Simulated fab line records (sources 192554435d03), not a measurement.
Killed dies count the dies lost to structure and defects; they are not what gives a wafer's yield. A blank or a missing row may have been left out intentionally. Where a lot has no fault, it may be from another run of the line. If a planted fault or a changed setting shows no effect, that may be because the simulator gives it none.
Split-lot trial | flow n5_finfet | route with 1938 steps; 7 lots, 21 wafers read

== SPLIT DETAILS ==
At N5_BEOL_M5_COAT_22 (resist thk 30 nm), the setting spin_rpm was moved away from the recipe's 1500 rpm on 7 of the 21 wafers read, by -5.8% to +7.6%. This setting was run at the recipe's value on the other wafers.

== FROM THE SPLIT TO THE READING: what the file shows between them, 7 steps ==
- N5_BEOL_M5_EBR_24
- N5_BEOL_M5_SOFTBAKE_23: time 60 s
- N5_BEOL_M5_EXPOSE_25: exposes mask V4, defocus 10 nm
- N5_BEOL_M5_PEB_26: peb time 60 s
- N5_BEOL_M5_DEVELOP_27: develop time 30 s
- N5_BEOL_M5_DESCUM_33: chemistry O2, time 7 s
- N5_BEOL_M5_ETCH_75: etches underlayer in N2/H2, target depth 6.5 nm, time 5.2 s

== THE READING ==
CAR-EUV_of_BEOL_M5_COAT_22.thk_nm (the simulator's own value, which no gauge read), in nm, at N5_BEOL_M5_ETCH_67 (etches SiARC in CF4, target depth 15.6 nm, time 26 s). The file gives no usual value for it. Across the 14 wafers here that went through the recipe, the average is 11.0 nm and the standard deviation 0.24 nm.

wafer  | tool, chamber at the split | spin_rpm as run, rpm | against the recipe | CAR-EUV_of_BEOL_M5_COAT_22.thk_nm, nm | against lot-mates on the recipe
L078.1 | litho_track-02, 0          | 1500                 | recipe             | 11.2                                  | -
L078.2 | litho_track-02, 0          | 1500                 | recipe             | 11.2                                  | -
L078.6 | litho_track-02, 0          | 1576                 | +5.1%              | 10.6                                  | -0.6
L080.1 | litho_track-02, 0          | 1500                 | recipe             | 11                                    | -
L080.2 | litho_track-02, 0          | 1500                 | recipe             | 10.8                                  | -
L080.6 | litho_track-02, 0          | 1500                 | recipe             | 10.8                                  | -
L092.1 | litho_track-01, 0          | 1580                 | +5.3%              | 10.4                                  | no lot-mate on the recipe
L092.4 | litho_track-01, 0          | 1580                 | +5.3%              | 10.4                                  | no lot-mate on the recipe
L092.3 | litho_track-01, 0          | 1580                 | +5.3%              | 10.6                                  | no lot-mate on the recipe
L093.2 | litho_track-05, 0          | 1413                 | -5.8%              | 12                                    | +0.7
L093.5 | litho_track-05, 0          | 1500                 | recipe             | 11.2                                  | -
L093.6 | litho_track-05, 0          | 1500                 | recipe             | 11.4                                  | -
L094.3 | litho_track-01, 0          | 1614                 | +7.6%              | 10                                    | -1.4
L094.4 | litho_track-01, 0          | 1614                 | +7.6%              | 10                                    | -1.4
L094.5 | litho_track-01, 0          | 1500                 | recipe             | 11.4                                  | -
L096.1 | litho_track-01, 0          | 1500                 | recipe             | 11                                    | -
L096.5 | litho_track-01, 0          | 1500                 | recipe             | 11                                    | -
L096.6 | litho_track-01, 0          | 1500                 | recipe             | 11                                    | -
L097.2 | litho_track-02, 0          | 1500                 | recipe             | 10.6                                  | -
L097.5 | litho_track-02, 0          | 1500                 | recipe             | 10.6                                  | -
L097.4 | litho_track-02, 0          | 1500                 | recipe             | 11                                    | -

THE FIT
A straight line over all 21 wafers: CAR-EUV_of_BEOL_M5_COAT_22.thk_nm changes by -0.127 nm for each +1% of spin_rpm; r = -0.88; the points scatter about the line by 0.23 nm.
The same after taking each lot's own level away (the mean of its wafers on the recipe; 18 wafers): -0.161 nm for each +1%; r = -0.97; scatter 0.14 nm.
According to that fit, moving spin_rpm by its largest amount changes the reading by 1.2 nm.
The lots' own levels span 10.73 to 11.40 nm, that is 2.7 times the standard deviation above.
In other words, the slope is changed by the lot-to-lot level; the two fits disagree.
Check: -1.16 nm against its lot-mates is what the line predicts for one of the wafers moved furthest among these (+7.6%) when that wafer is left out of the fit. Against them it came out at -1.4 nm.

== THE WHOLE CHAIN: every reading that the file lists as answering this split, in the file's order ==
step                  | what it does                                         | reading                                                                            | change (the file's fit)               | r (the file's)
N5_BEOL_M5_COAT_22    | resist thk 30 nm                                     | CAR-EUV_of_BEOL_M5_COAT_22.thk_nm (the simulator's own value, which no gauge read) | -0.167 nm for each +1% of the setting | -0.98
N5_BEOL_M5_DEVELOP_27 | develop time 30 s                                    | CAR-EUV_of_BEOL_M5_COAT_22.thk_nm (the simulator's own value, which no gauge read) | -0.145 nm for each +1% of the setting | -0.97
N5_BEOL_M5_DESCUM_33  | chemistry O2, time 7 s                               | CAR-EUV_of_BEOL_M5_COAT_22.thk_nm (the simulator's own value, which no gauge read) | -0.158 nm for each +1% of the setting | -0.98
N5_BEOL_M5_ETCH_67    | etches SiARC in CF4, target depth 15.6 nm, time 26 s | CAR-EUV_of_BEOL_M5_COAT_22.thk_nm (the simulator's own value, which no gauge read) | -0.152 nm for each +1% of the setting | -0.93

== THE FILE'S OWN FIT ==
CAR-EUV_of_BEOL_M5_COAT_22.thk_nm changes by -0.152 nm for each +1% of spin_rpm, r = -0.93.
